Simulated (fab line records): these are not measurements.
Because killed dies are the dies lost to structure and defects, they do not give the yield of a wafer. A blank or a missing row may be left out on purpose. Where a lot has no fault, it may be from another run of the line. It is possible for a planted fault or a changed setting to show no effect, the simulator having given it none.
Commonality check across tools	flow n5 finfet	9 lots and 27 wafers in the sample

REASON IT WAS OPENED
Flagged at N5_DUMMY_GATE_INSPECT_27: reading raw defect count, on 2 of 9 lots. Fault-free wafers read 284, with a standard deviation of 70.
Rule: flag the lot when none of its wafers has a number, or when each of its wafers that has one lies beyond 4 standard deviations from that mean. All remaining lots are regarded as sound.

lot	measured	on	raw defect count, wafer by wafer	flag
L734	day 3 06:41	defect inspect-01	261 216 270	
L737	day 3 22:53	defect inspect-01	324 260 396	
L741	day 5 02:08	defect inspect-02	281 367 210	
L744	day 5 21:20	defect inspect-01	208 258 188	
L745	day 6 04:10	defect inspect-01	334 351 497	
L748	day 6 17:27	defect inspect-01	761 723 750	FLAGGED
L749	day 6 23:44	defect inspect-02	231 349 478	
L750	day 7 05:05	defect inspect-01	324 293 327	
L753	day 8 00:35	defect inspect-01	787 686 686	FLAGGED
Average over the flagged lots: 732; offset from the usual +448, equal to +6 standard deviations.

TOOL THAT RAN EACH LOT
The record keeps 1 process step preceding the reading, out of 1938 steps on the route. In each cell: the tool, then ch and the chambers that the sampled wafers went through, then the start.
lot	flag	N5_DUMMY_GATE_ETCH_44
L734		rie si-06 ch 1,2,3, day 3 06:18
L737		rie si-06 ch 0,1, day 3 22:15
L741		rie si-01 ch 0,3, day 5 01:44
L744		rie si-01 ch 0,1,3, day 5 20:56
L745		rie si-06 ch 1,2,3, day 6 03:47
L748	FLAGGED	rie si-06 ch 0,1,3, day 6 17:04
L749		rie si-04 ch 0,1,2, day 6 23:21
L750		rie si-04 ch 0,2,3, day 7 04:41
L753	FLAGGED	rie si-06 ch 1,2, day 7 23:56
These steps, and what they do:
- N5_DUMMY_GATE_ETCH_44: etches poly-Si in HBr/O2, stops on SiO2, target depth 127.5 nm.
- N5_DUMMY_GATE_INSPECT_27: inspects for defects (brightfield).

FLAGGED AGAINST TOTAL, ONE TOOL AT A TIME (gauges that did the reading follow at the end)
step	tool	lots run	flagged	share of the flagged lots	sound lots run after its first flagged lot
N5_DUMMY_GATE_ETCH_44	rie si-01	2	0	none	-
N5_DUMMY_GATE_ETCH_44	rie si-04	2	0	none	-
N5_DUMMY_GATE_ETCH_44	rie si-06	5	2	all	0
N5_DUMMY_GATE_INSPECT_27	defect inspect-01	7	2	all	1 (L750)
N5_DUMMY_GATE_INSPECT_27	defect inspect-02	2	0	none	-

WHAT THE TABLE PERMITS
Rows of the table that ran all the flagged lots, 2 in number: rie si-06 at N5_DUMMY_GATE_ETCH_44; defect inspect-01 at N5_DUMMY_GATE_INSPECT_27.
- rie si-06 at N5_DUMMY_GATE_ETCH_44: 2 of its 5 lots flagged. Its last sound lot is L745 (day 6 03:47), its first flagged lot L748 (day 6 17:04): a fault that began between those two fits.
- defect inspect-01 at N5_DUMMY_GATE_INSPECT_27: 2 of its 7 lots flagged. Lots that were sound ran on it after the first flagged one (L750); a persistent fault on the entire tool would not allow that.
rie si-06 at N5_DUMMY_GATE_ETCH_44 is the single tool remaining.

WHAT THE SIMULATOR HAD PUT IN
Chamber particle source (rie si-06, N5_DUMMY_GATE_ETCH_44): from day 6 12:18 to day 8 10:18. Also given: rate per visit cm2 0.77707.
Lots struck among those shown: L748, L753. This agrees with what the rule above found.
